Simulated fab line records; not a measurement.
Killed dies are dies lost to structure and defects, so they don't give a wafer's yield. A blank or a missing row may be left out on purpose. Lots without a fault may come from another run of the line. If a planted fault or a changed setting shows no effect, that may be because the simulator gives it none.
Chamber matching    flow n5Finfet    N5_BEOL_M0_SAQP_CUT_ETCH_46 on rieDiel-03 has 4 sister chambers
The step etches SOC in N2/H2, target depth 135 nm, overetch 27 nm, time 202.5 s. 22 wafers are shown with their chamber, then 11 later ones without.

## WAFERS PAIRED WITH THEIR CHAMBERS
wafer   chamber  drypumpMotorCurrentA (A)  throttleValvePct (%)  showerheadPlenumPTorr (Torr)
L074.1  0        4.9                       17.26                 2.68
L074.5  0        5.0                       17.27                 2.68
L074.6  3        6.2                       17.76                 2.49
L076.4  3        6.2                       17.76                 2.49
L076.5  0        5.0                       17.27                 2.67
L076.6  1        5.6                       18.08                 2.53
L078.4  1        5.6                       18.08                 2.53
L078.5  0        5.0                       17.28                 2.67
L078.6  1        5.6                       18.08                 2.53
L079.1  0        5.0                       17.28                 2.67
L079.3  1        5.6                       18.07                 2.52
L079.4  2        5.1                       17.81                 2.57
L080.3  2        5.1                       17.79                 2.58
L080.4  1        5.6                       18.06                 2.52
L080.5  3        6.2                       17.78                 2.48
L084.1  1        5.6                       18.07                 2.52
L084.4  2        5.1                       17.81                 2.57
L084.6  2        5.0                       17.81                 2.57
L086.1  1        5.6                       18.08                 2.52
L086.2  3        6.2                       17.80                 2.48
L086.3  0        5.0                       17.32                 2.67
L087.1  0        5.0                       17.30                 2.67

SIGNATURES (averages over the wafers above)
reading                chamber 0  chamber 1  chamber 2  chamber 3  scatter within a chamber
drypumpMotorCurrentA   4.986      5.600      5.075      6.200      0.0299
throttleValvePct       17.2829    18.0743    17.8050    17.7750    0.0155
showerheadPlenumPTorr  2.6729     2.5243     2.5725     2.4850     0.00521
Rule: for a wafer and a chamber, the distance is found by dividing, reading by reading, the gap between the wafer's reading and the chamber's mean by the reading's scatter, squaring, summing and taking the root. The wafer belongs to the nearest chamber; if the next one is less than 2 further off, it can't be placed. The scatter: the root of (the sum of the squares of (reading less its chamber's mean) over the shown wafers, divided by (wafers less chambers)).

## WAFERS WHOSE CHAMBER IS MISSING
wafer   drypumpMotorCurrentA (A)  throttleValvePct (%)  showerheadPlenumPTorr (Torr)
L087.2  5.6                       18.09                 2.52
L087.4  5.0                       17.82                 2.57
L093.1  4.9                       17.32                 2.66
L093.5  6.2                       17.82                 2.48
L093.6  5.1                       17.83                 2.57
L094.2  5.6                       18.11                 2.51
L094.3  5.1                       17.83                 2.56
L094.5  6.2                       17.80                 2.47
L096.1  6.2                       17.82                 2.47
L096.3  5.6                       18.13                 2.51
L096.5  6.2                       17.81                 2.47

## CHAMBER TAKEN BY EACH
wafer   from the rows above  in truth
L087.2  1                    1
L087.4  2                    2
L093.1  0                    0
L093.5  3                    3
L093.6  2                    2
L094.2  1                    1
L094.3  2                    2
L094.5  3                    3
L096.1  3                    3
L096.3  1                    1
L096.5  3                    3
Correctly placed: 11 of 11. Not placeable from these rows: 0. Wrongly placed: 0.
